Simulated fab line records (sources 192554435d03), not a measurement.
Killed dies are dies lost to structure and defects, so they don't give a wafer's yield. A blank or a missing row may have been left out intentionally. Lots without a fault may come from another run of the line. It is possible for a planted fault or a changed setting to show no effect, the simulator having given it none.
A struck lot beside a sound one ; flow n5 finfet ; 14 out of 1938 route steps
Sound: these wafers, L410.2, L410.3, L410.4. The struck wafers were L415.1, L415.3, L415.6. Last of all comes the cause.
Per side, at each step with rows, come the tool, then ch with its chambers, and then its first start. Under that, the readings that differ: sound wafers ; struck wafers ; difference of the means ; sigmas: that difference in standard deviations of wafers without a fault.
alike: readings with means less than 2 such deviations apart, plus words and numbers identical on both sides. not compared: withheld readings, readings lacking a value on some wafer, bounds such as >300 that could conceal the same value, and numbers that have no deviation in the record and whose values overlap.
Wherever a step has rows on one side only, a row that says differs or no value, or a row with sigmas, the two part there. Non-overlapping numbers with no deviation appear without sigmas and do not part them. A reading that every wafer of one side lacks parts them only if that side has two wafers or more.

N5_MOL_CONTACT_COAG_PRE_CLEAN_142: time 60 s.
  sound on pvd sputter-02 at day 8 09:04; struck on pvd sputter-03 at day 9 09:48
  alike: heater power w
N5_MOL_CONTACT_COAG_SPUTTER_130: material Co, target thk 47.5 nm.
  sound on pvd sputter-02 at day 8 09:08; struck on pvd sputter-03 at day 9 09:52
  alike: cathode dc power W, throttle valve pct
then, 2 steps without rows for these wafers: N5_MOL_CONTACT_COAG_PRECLEAN_125 (cleans in DIW, time 57.5 s); N5_MOL_CONTACT_COAG_SRD_126 (dry time 32 s).
N5_MOL_CONTACT_COAG_CMP_23: polishes, stops on SiO2, t overpolish 1.5 s, target thk 0 nm.
  sound on cmp-02 ch 1,2,3, day 8 09:19; struck on cmp-02 ch 1,3, day 9 10:02
  alike: edge zone pressure frac, motor current A, overpolish run s, retaining ring pressure frac, slurry flow ml min, time to endpoint s
  not compared: pad life wafers
then, 2 steps without rows for these wafers: N5_MOL_CONTACT_COAG_WET_ETCH_26 (target Co, target depth 13 nm); N5_MOL_CONTACT_COAG_WET_ETCH_116 (etches the open film in SC1-inhibited, target depth 4.6 nm, rinse time 30 s).
N5_MOL_CONTACT_COAG_ALD_27: deposits SiOC, target thk 17 nm, pulse time 1.5 s, time 2720 s.
  sound on ald sin-01 ch 0,2,3, day 8 10:08; struck on ald sin-03 ch 1,3, day 9 10:52
  alike: heater power w, precursor pulse height rel, susceptor temp C
N5_MOL_CONTACT_COAG_CMP_28: polishes, stops on SiNx, t overpolish 0.85 s, target thk 14.522 nm.
  sound on cmp-03 ch 0,2,3, day 8 11:42; struck on cmp-03 ch 2,3, day 9 12:26
  alike: edge zone pressure frac, motor current A, retaining ring pressure frac, slurry flow ml min, time to endpoint s
  not compared: pad life wafers
N5_MOL_CONTACT_COAG_THK_MEAS_29:
  sound on film metro-02 at day 8 12:00; struck on film metro-02 at day 9 12:44
  alike: MD_CAP_THK
N5_MOL_CONTACT_COAG_ALD_123: deposits SiNx, target thk 5 nm, pulse time 1 s, purge time 2 s.
  sound on ald sin-01 ch 1,2,3, day 8 12:08; struck on ald sin-01 ch 0,1,3, day 9 12:46
reading;sound;struck;difference;sigmas
susceptor temp C (C);400.06 400.21 399.61;417.34 417.09 417.61;+17.39;+79
  alike: heater power w, precursor pulse height rel
then, 1 step without rows for these wafers: N5_MOL_CONTACT_COAG_PECVD_31 (deposits SiO2 from TEOS/O2, target thk 46 nm, time 8.9 s).
-- record jumps: 3 days separate the struck wafers' starts on either side; left off in module MOL_CONTACT_COAG, taken up again in module BEOL_M4, whose first shown step is the route's number 1111 --
N5_BEOL_M4_RC_MEAS_101:
  sound on prober-01 ch 0, day 11 11:01; struck on prober-01 ch 0, day 12 15:24
  alike: DIBL_N, DIBL_P, IOFF_N, IOFF_P, ION_N, ION_P, SS_N, SS_P, VT_N, VT_P
-- the record jumps here: 4 days lie between the struck wafers' starts before and after (it left off in module BEOL_M4 and takes up again in module PASSIVATION, whose first step shown is number 1936 of the route) --
N5_PASSIVATION_PROBE_49:
  sound on prober-01 at day 15 19:34; struck on prober-01 at day 16 13:11
  alike: defect limited yield, killed_at_M0_to_M3, killed_at_M4_up, killed at contacts, killed at front end, killed at other, killed dies, killed open, killed short, sort_bin_5_function, sort_bin_6_memory, sort_bin_8_speed, sort n pass, sort yield pct

WHERE THEY PART
At N5_MOL_CONTACT_COAG_ALD_123 and nowhere else, as far as this record goes. Later steps at which nothing parts them and some readings are alike: N5_BEOL_M4_RC_MEAS_101, N5_PASSIVATION_PROBE_49.

WHY: whatever the simulator had introduced
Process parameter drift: ald sin-01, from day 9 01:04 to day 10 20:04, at N5_MOL_CONTACT_COAG_ALD_123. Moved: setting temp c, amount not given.
